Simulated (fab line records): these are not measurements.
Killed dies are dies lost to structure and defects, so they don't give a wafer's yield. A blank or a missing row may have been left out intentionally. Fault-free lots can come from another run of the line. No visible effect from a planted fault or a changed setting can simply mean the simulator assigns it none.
fab line records	flow n5Finfet	part 2 of 2: steps 5 to 6 of 6
record lots=21	wafers=63	lastDay=17
route steps=1938 shown GATE_CUT@466 MOL_CONTACT_COAG@589 BEOL_M0_SAQP@654
lots untouched by any fault: they come from a run of this same line in which no faults occurred
startH: the number of hours between the record's first day and the start of the first shown wafer of the lot	waitH: how many hours have passed since the lot's step before this one	" the same as in the row above	L1.1+2: one row covering several wafers at once	- no value present, or no start provided	* or withheld: withheld	< > ~ a bound
route shown NAME@n: NAME is a module with steps in the file, n the number in the route of the first one	usual: average and standard deviation across the fault-free wafers	same: alike in all rows	chamber/n: place in a boat	sites: each site's reading	_std_site: how widely they spread, as a standard deviation	_edge_site: inner sites' mean taken away from outer sites' mean	radiusMm: for every site, how far away it sits from the centre of the wafer	mask NAME#n: copy n	behind: the most recent tool/chamber to have shaped the wafer	hold: why the lot was held/for how many hours/how that ended	device: whichever transistor did not switch (one of n, p or np)	end of line: tests of these same wafers at the route's end	where a step has no rows: the recipe by itself	killed: at the first sort, the dies lost to defects and structure; wafer yield is something else	map: per-die view of a wafer (x killed, . not killed, _ where there is no die)
set.NAME: the run value of the setting; set.NAME@STEP: its run value at that earlier step	model.NAME: the simulator's own value behind a step, which no gauge read
a sample of lots followed through the steps of the route, with each step as a table and each wafer as a row
services: the hour from which a tool's chamber was out of use, counted from the record's first day as startH (under 0 if before that day), plus the number of hours and why
## steps
# step N5_BEOL_M0_SAQP_STRIP_108
# recipe chemistry=N2/H2	powerW=500	tempC=40	pressureMtorr=50	rfFrequencyHz=6e+07	overashFraction=0.3	biasPowerW=28	h2Frac=0.5	n2FlowSccm=300	h2FlowSccm=300
# usual drypumpMotorCurrentA=5.4/0.53	oesProductAu=0.81/0.11	powerW=499.9/1.5	rfVppV=122.1/1	showerheadPlenumPTorr=3.39/0.11	tempC=40.00/0.11	throttleValvePct=18.87/0.26
lot.wafer	tool	chamber	startH	waitH	drypumpMotorCurrentA	oesProductAu	powerW	rfHoursCounterH	rfVppV	showerheadPlenumPTorr	tempC	throttleValvePct
L074.1	rieDiel-02	1	112.45	0.0	5.6	0.76	501.1	136	122.7	3.47	39.95	18.59
L074.3	"	2	"	"	5.1	0.74	500.5	183	123.8	3.36	39.86	18.83
L074.6	"	1	"	"	5.6	0.76	501.2	-	123.1	3.47	39.95	18.58
L075.1	rieDiel-04	2	121.59	0.0	4.7	0.97	502.6	2	124.1	3.59	40.22	18.76
L075.3	"	3	"	"	6.0	0.71	499.6	194	120.2	3.19	40.07	18.99
L075.6	"	1	"	"	5.1	0.69	501.3	-	122.9	3.46	40.02	19.05
L076.1	rieDiel-01	2	122.84	0.0	5.4	0.72	498.7	159	123.0	3.38	40.16	19.28
L076.4	"	0	"	"	5.3	0.86	498.5	58	123.6	3.55	40.23	18.79
L076.6	"	1	"	"	6.0	0.67	498.8	-	121.7	3.28	39.87	18.56
L077.2	rieDiel-04	1	146.49	0.0	5.1	0.70	498.0	238	122.6	3.46	40.09	19.07
L077.3	"	0	"	"	5.4	0.99	499.9	4	122.9	3.30	40.05	18.57
L077.5	"	1	"	"	5.1	0.70	497.7	-	121.3	3.45	40.10	19.07
L078.1	rieDiel-02	3	147.21	0.0	5.0	0.89	502.7	30	120.7	3.29	40.04	19.33
L078.2	"	2	"	"	5.1	0.73	500.0	194	122.9	3.35	39.96	18.86
L078.5	"	1	"	"	5.6	0.76	500.4	-	121.6	3.47	40.12	18.59
L079.2	rieDiel-02	2	147.57	0.0	5.1	0.73	501.1	194	121.9	3.35	40.23	18.86
L079.4	"	3	"	"	5.0	0.90	499.9	30	121.3	3.29	39.95	19.32
L079.6	"	0	"	"	6.5	0.69	503.3	-	121.9	3.45	40.15	19.12
L081.3	rieDiel-04	3	156.82	0.0	6.0	0.70	500.9	206	121.2	3.18	40.01	19.00
L081.5	"	0	"	"	5.3	0.95	496.5	-	122.0	3.30	39.96	18.56
L081.6	"	1	"	"	5.1	0.69	500.1	-	122.7	3.45	40.08	19.08
L082.1	rieDiel-04	0	157.63	0.0	5.4	0.96	500.6	8	121.4	3.30	40.03	18.57
L082.2	"	1	"	"	5.1	0.69	500.6	242	121.7	3.45	39.98	19.07
L082.5	"	2	"	"	4.7	0.92	498.6	-	122.2	3.59	40.06	18.78
L083.2	rieDiel-02	1	165.17	0.0	5.6	0.76	497.2	154	122.6	3.46	39.94	18.61
L083.3	"	0	"	"	6.4	0.69	499.2	245	123.8	3.45	39.88	19.12
L083.4	"	3	"	"	5.0	0.88	499.8	37	121.0	3.29	39.95	19.34
L084.1	rieDiel-02	3	170.29	0.0	4.9	0.87	503.1	38	122.3	3.29	40.04	19.32
L084.2	"	2	"	"	5.1	0.72	499.5	203	122.3	3.35	39.86	18.87
L084.3	"	0	"	"	6.6	0.68	498.9	246	121.0	3.45	40.07	19.15
L085.1	rieDiel-02	3	178.30	0.0	5.0	0.88	501.5	40	120.4	3.29	40.06	19.35
L085.2	"	1	"	"	5.6	0.75	500.0	158	124.1	3.46	39.91	18.61
L085.3	"	0	"	"	6.5	0.68	499.8	248	122.9	3.45	39.84	19.14
L087.1	rieDiel-02	1	193.08	0.0	5.6	0.75	500.8	163	122.1	3.46	40.04	18.62
L087.5	"	2	"	"	5.1	0.71	500.5	-	122.4	3.35	40.17	18.88
L087.6	"	3	"	"	5.0	0.87	499.6	-	121.6	3.28	40.15	19.35
L089.2	rieDiel-04	3	201.40	0.0	5.9	0.70	498.7	221	121.1	3.18	39.85	19.03
L089.5	"	2	"	"	4.8	0.90	502.5	-	122.3	3.58	40.06	18.82
L089.6	"	1	"	"	5.1	1.01	499.4	-	123.8	3.45	39.87	18.67
L090.1	rieDiel-02	3	206.31	0.0	5.0	0.87	499.7	50	120.2	3.28	40.11	19.34
L090.3	"	2	"	"	5.1	0.71	499.2	215	120.7	3.34	40.01	18.88
L090.4	"	1	"	"	5.6	0.74	502.2	168	123.0	3.45	39.90	18.61
L091.1	rieDiel-02	0	210.77	0.0	6.5	0.96	499.8	4	122.3	3.44	39.92	18.69
L091.2	"	3	"	"	5.0	0.86	498.7	52	121.0	3.28	39.87	19.36
L091.6	"	0	"	"	6.5	0.96	499.5	-	122.7	3.44	39.83	18.70
L092.1	rieDiel-01	2	219.89	0.0	5.4	0.70	502.8	190	121.7	3.36	39.83	19.35
L092.2	"	1	"	"	6.0	0.96	499.4	12	120.0	3.27	39.99	18.13
L092.4	"	3	"	"	5.8	0.69	501.2	205	123.4	3.45	40.05	18.56
L093.2	rieDiel-02	0	226.04	0.0	6.5	0.94	500.1	8	121.5	3.44	39.95	18.70
L093.5	"	0	"	"	6.5	0.94	498.3	-	123.5	3.44	39.82	18.69
L093.6	"	3	"	"	5.0	0.86	500.2	-	121.6	3.28	40.02	19.37
L094.3	rieDiel-04	1	234.51	0.0	5.1	0.96	499.5	11	122.4	3.44	39.99	18.69
L094.4	"	2	"	"	4.7	0.87	499.6	41	122.6	3.57	40.03	18.83
L094.5	"	0	"	"	5.4	0.90	498.1	-	122.8	3.28	39.90	18.59
L095.1	rieDiel-04	2	236.95	0.0	4.7	0.87	501.6	42	124.0	3.57	39.96	18.82
L095.2	"	0	"	"	5.4	0.90	500.6	34	121.9	3.28	39.95	18.62
L095.6	"	1	"	"	5.1	0.96	500.6	-	122.7	3.44	39.92	18.69
L096.1	rieDiel-04	2	242.42	0.0	4.7	0.88	497.7	43	123.4	3.57	39.92	18.82
L096.2	"	0	"	"	5.4	0.90	499.9	35	120.9	3.28	40.03	18.60
L096.5	"	2	"	"	4.7	0.88	498.8	-	123.2	3.57	40.16	18.84
L097.1	rieDiel-04	3	247.27	0.0	5.9	0.68	498.2	236	120.4	3.17	40.00	19.04
L097.2	"	1	"	"	5.1	0.95	500.3	16	123.1	3.44	39.98	18.70
L097.5	"	0	"	"	5.4	0.89	499.9	-	121.4	3.28	39.90	18.59
# step N5_BEOL_M0_SAQP_OVL_MEAS_41
# recipe pointsPerWafer=522
# usual M0_CUT1_OVL=0.5/0.62
lot.wafer	tool	chamber	startH	waitH	M0_CUT1_OVL[nm]
L074.1	overlay-02	0	113.95	0.0	2.2
L074.3	"	0	"	"	2.1
L074.6	"	0	"	"	1.9
L075.1	overlay-01	0	123.07	0.0	0.3
L075.3	"	0	"	"	0.9
L075.6	"	0	"	"	0.6
L076.1	overlay-01	0	124.13	0.0	0.1
L076.4	"	0	"	"	-0.1
L076.6	"	0	"	"	0.0
L077.2	overlay-01	0	148.86	0.0	0.6
L077.3	"	0	"	"	-0.4
L077.5	"	0	"	"	-0.1
L078.1	overlay-01	0	149.30	0.0	-0.1
L078.2	"	0	"	"	-0.3
L078.5	"	0	"	"	-1.1
L079.2	overlay-01	0	149.83	0.0	1.8
L079.4	"	0	"	"	1.3
L079.6	"	0	"	"	1.8
L081.3	overlay-02	0	158.34	0.0	-0.3
L081.5	"	0	"	"	0.0
L081.6	"	0	"	"	0.3
L082.1	overlay-01	0	159.04	0.0	-0.3
L082.2	"	0	"	"	-0.3
L082.5	"	0	"	"	0.6
L083.2	overlay-01	0	166.88	0.0	0.5
L083.3	"	0	"	"	1.2
L083.4	"	0	"	"	0.3
L084.1	overlay-02	0	171.70	0.0	0.4
L084.2	"	0	"	"	0.9
L084.3	"	0	"	"	1.1
L085.1	overlay-02	0	181.16	0.0	1.0
L085.2	"	0	"	"	1.8
L085.3	"	0	"	"	0.0
L087.1	overlay-02	0	195.15	0.0	0.6
L087.5	"	0	"	"	0.7
L087.6	"	0	"	"	0.2
L089.2	overlay-02	0	202.82	0.0	0.2
L089.5	"	0	"	"	0.4
L089.6	"	0	"	"	0.9
L090.1	overlay-02	0	208.12	0.0	0.0
L090.3	"	0	"	"	0.1
L090.4	"	0	"	"	0.8
L091.1	overlay-02	0	212.18	0.0	0.3
L091.2	"	0	"	"	1.3
L091.6	"	0	"	"	1.0
L092.1	overlay-02	0	221.45	0.0	-0.2
L092.2	"	0	"	"	-0.1
L092.4	"	0	"	"	0.9
L093.2	overlay-02	0	227.59	0.0	1.3
L093.5	"	0	"	"	1.0
L093.6	"	0	"	"	0.6
L094.3	overlay-01	0	236.42	0.0	1.5
L094.4	"	0	"	"	0.9
L094.5	"	0	"	"	0.3
L095.1	overlay-01	0	238.42	0.0	1.2
L095.2	"	0	"	"	0.9
L095.6	"	0	"	"	0.5
L096.1	overlay-01	0	244.25	0.0	0.9
L096.2	"	0	"	"	-0.3
L096.5	"	0	"	"	0.8
L097.1	overlay-01	0	248.56	0.0	0.5
L097.2	"	0	"	"	0.3
L097.5	"	0	"	"	0.4
## services
tool	chamber	startH	hours	kind
rieMetal-03	1	57.49	5.6	repair
rieDiel-02	-	84.23	0.9	repair
plasmaAsher-02	-	85.76	3.6	repair
rieDiel-04	2	86.26	-	clean
rieDiel-02	2	87.37	1.3	repair
rieDiel-02	1	89.59	5.3	repair
rieDiel-01	1	91.99	3.6	repair
rieDiel-06	3	94.68	12.9	repair
rieDiel-02	2	94.72	4.8	repair
rieMetal-01	-	99.38	1.0	repair
rieMetal-02	-	111.94	2.8	pm
rieMetal-02	1	136.39	1.8	repair
rieMetal-03	1	145.12	1.7	repair
rieMetal-01	-	148.56	1.0	repair
rieDiel-05	2	169.34	16.3	repair
rieDiel-05	0	170.33	5.8	repair
rieDiel-01	1	187.31	5.4	repair
plasmaAsher-02	-	195.77	10.0	pm
rieMetal-02	1	206.40	14.0	repair
plasmaAsher-01	-	218.64	0.6	repair
rieMetal-02	0	219.95	4.2	repair
rieDiel-03	0	223.19	7.0	repair
rieDiel-02	0	227.10	2.8	repair
rieMetal-03	-	234.61	0.4	repair
